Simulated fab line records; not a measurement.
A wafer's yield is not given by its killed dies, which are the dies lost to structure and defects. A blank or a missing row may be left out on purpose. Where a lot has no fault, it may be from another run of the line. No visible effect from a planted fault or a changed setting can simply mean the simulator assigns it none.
Which tool was responsible?    flow nandHarc    39 wafers from 13 lots sampled at 5 of the route's 1159 steps

## WHAT EACH GAUGE READ, for each wafer
NHARC_P_ZERO_WELL_CD_MEAS_11 targets a cd of 500 nm.
lot   measured     on        cdNm (nm)
L336  day 1 13:14  cdSem-03  498.7 500.6 500.0
L338  day 2 01:08  cdSem-02  498.3 498.5 500.0
L340  day 2 13:08  cdSem-02  499.3 501.4 502.7
L345  day 3 19:07  cdSem-01  501.9 500.6 499.9
L346  day 4 01:14  cdSem-01  500.4 500.7 502.0
L347  day 4 07:14  cdSem-03  500.0 499.0 499.5
L351  day 5 07:15  cdSem-02  498.1 500.5 499.3
L352  day 5 13:07  cdSem-02  502.4 501.7 500.6
L353  day 5 19:22  cdSem-02  499.8 498.6 500.1
L355  day 6 07:15  cdSem-03  498.3 499.2 500.6
L356  day 6 13:07  cdSem-01  499.0 498.1 495.6
L357  day 6 19:14  cdSem-03  501.1 500.9 502.2
L358  day 7 01:16  cdSem-01  500.6 500.7 500.0

NHARC_P_STI_OVL_MEAS_10.
lot   measured     on          overlayXNm (nm)  overlayYNm (nm)
L336  day 2 13:05  overlay-02  -2 -2 -2         9 9 9
L338  day 2 20:20  overlay-01  6 6 5            11 12 11
L340  day 3 10:40  overlay-02  -3 -3 -3         11 11 12
L345  day 4 16:58  overlay-01  4 3 3            -1 -1 -1
L346  day 5 00:03  overlay-01  7 7 8            -1 -1 -1
L347  day 5 04:58  overlay-01  10 11 11         7 7 7
L351  day 6 06:58  overlay-01  -4 -4 -5         -2 -1 -1
L352  day 6 13:11  overlay-01  1 1 1            3 2 3
L353  day 6 20:11  overlay-01  -5 -5 -6         14 14 15
L355  day 7 05:03  overlay-01  5 4 5            -2 -2 -2
L356  day 7 10:58  overlay-01  4 4 3            3 3 3
L357  day 7 17:52  overlay-02  -7 -8 -7         -6 -6 -6
L358  day 8 01:50  overlay-01  7 6 7            -2 -1 -2

NHARC_P_STI_INSPECT_25.
lot   measured     on                rawDefectCount
L336  day 3 13:40  defectInspect-02  286 159 138
L338  day 4 02:35  defectInspect-02  161 373 268
L340  day 4 10:34  defectInspect-01  280 143 160
L345  day 5 18:10  defectInspect-01  115 163 242
L346  day 6 06:18  defectInspect-01  139 209 111
L347  day 6 06:18  defectInspect-02  150 245 202
L351  day 7 11:39  defectInspect-02  273 230 210
L352  day 7 17:38  defectInspect-01  221 146 113
L353  day 8 01:39  defectInspect-02  112 322 298
L355  day 8 08:34  defectInspect-01  133 159 119
L356  day 8 17:01  defectInspect-02  115 158 148
L357  day 9 00:38  defectInspect-02  194 138 211
L358  day 9 06:44  defectInspect-01  214 153 203

NHARC_END_SORT_01.
lot   measured      on         killedAtArray  killedAtOther  killedAtPeriphery  killedDies   killedOpen  killedShort
L346  day 22 05:19  prober-02  33 24 27       0 0 0          644 653 650        677 677 677  3 3 2       2 2 2
L347  day 22 04:41  prober-01  38 24 34       1 1 0          638 652 643        677 677 677  2 6 2       6 0 6

## WHAT TOOL EACH LOT RAN ON (gives the tool, then ch and the chambers of the sampled wafers, and finally the start)
lot   NHARC_P_STI_ETCH_31
L336  rieDiel-03 ch 0,3, day 2 13:26
L338  rieDiel-08 ch 0,1,3, day 2 20:41
L340  rieDiel-03 ch 0,2,3, day 3 11:01
L345  rieDiel-08 ch 0,2, day 4 17:19
L346  rieDiel-12 ch 0,1, day 5 00:24
L347  rieDiel-03 ch 0,2,3, day 5 05:19
L351  rieDiel-12 ch 0,2,3, day 6 07:19
L352  rieDiel-12 ch 1,2,3, day 6 13:32
L353  rieDiel-12 ch 0,2, day 6 20:31
L355  rieDiel-03 ch 0,1,3, day 7 05:23
L356  rieDiel-03 ch 1,3, day 7 11:18
L357  rieDiel-12 ch 0,1,2, day 7 18:13
L358  rieDiel-12 ch 1,2, day 8 02:10
- NHARC_P_STI_ETCH_31: etches the open film in CF4/CHF3, target depth 108.9 nm, time 54.5 s.

## AS READ BY THE TOOLS THEMSELVES (means over the sampled wafers that have a number; for cases with no such wafer, the mark the record gives instead)
NHARC_P_STI_ETCH_31.
lot   tool        biasW (W)  cf4FlowSccm (sccm)  chamberPressureMTorr (mTorr)  drypumpMotorCurrentA (A)  oesProductAu (a.u.)  rfVppV (V)  showerheadPlenumPTorr (Torr)  throttleValvePct (%)
L336  rieDiel-03  199.3      100.16              24.979                        5.5                       0.970                370.9       1.61                          16.791
L338  rieDiel-08  200.3      99.86               24.994                        5.5                       0.960                373.2       1.63                          16.803
L340  rieDiel-03  200.1      100.20              25.004                        5.6                       0.968                372.7       1.64                          16.800
L345  rieDiel-08  199.7      100.16              24.999                        5.2                       0.972                372.0       1.61                          16.805
L346  rieDiel-12  -          -                   -                             -                         -                    -           -                             -
L347  rieDiel-03  -          -                   -                             -                         -                    -           -                             -
L351  rieDiel-12  200.0      100.01              24.988                        6.0                       0.983                371.5       1.61                          16.804
L352  rieDiel-12  200.4      100.18              25.013                        5.8                       0.948                371.3       1.59                          16.804
L353  rieDiel-12  200.0      99.75               25.018                        6.0                       0.974                372.9       1.66                          16.801
L355  rieDiel-03  200.3      100.05              24.989                        5.4                       0.927                372.1       1.63                          16.804
L356  rieDiel-03  200.7      100.03              25.031                        5.4                       0.963                371.9       1.63                          16.805
L357  rieDiel-12  200.1      100.11              24.993                        5.9                       0.945                370.9       1.60                          16.795
L358  rieDiel-12  200.6      99.89               25.000                        5.7                       0.964                370.9       1.58                          16.806

## THE ANSWER, worked out from the rows above alone
Rule: usual is defined by the lots themselves. The widest of any qualifying gaps counts: lots, ordered by their means at a reading, are off when they make up no more than a third of the lots, leave a main group of 4 or more, and stand apart from it by 3 or more times the standard deviation of that group's means. A main group whose means are all the same, to the digits that the tables above print for the reading, isn't used. Also off: a lot with no number at a reading for which 4 or more lots have one. Any other lot the step has rows for is counted as sound. The gauges are gone through in route order, then the tools' own readings, and for those a lot's mean is taken as printed above. The first step at which some lot is off is used, and at that step the reading that is off furthest; a lot without a number counts as furthest.
Off at NHARC_P_STI_ETCH_31 (biasW): L346, L347. Without a number there: L346, L347. Mean 200.1 W and standard deviation 0.38 in the main group.
A tool fits if, at that step or a process step before it, it ran every lot that is off, and no sound lot after the first of them. Not one of the candidates tried fits.

## WHAT HAD BEEN PUT IN BY THE SIMULATOR
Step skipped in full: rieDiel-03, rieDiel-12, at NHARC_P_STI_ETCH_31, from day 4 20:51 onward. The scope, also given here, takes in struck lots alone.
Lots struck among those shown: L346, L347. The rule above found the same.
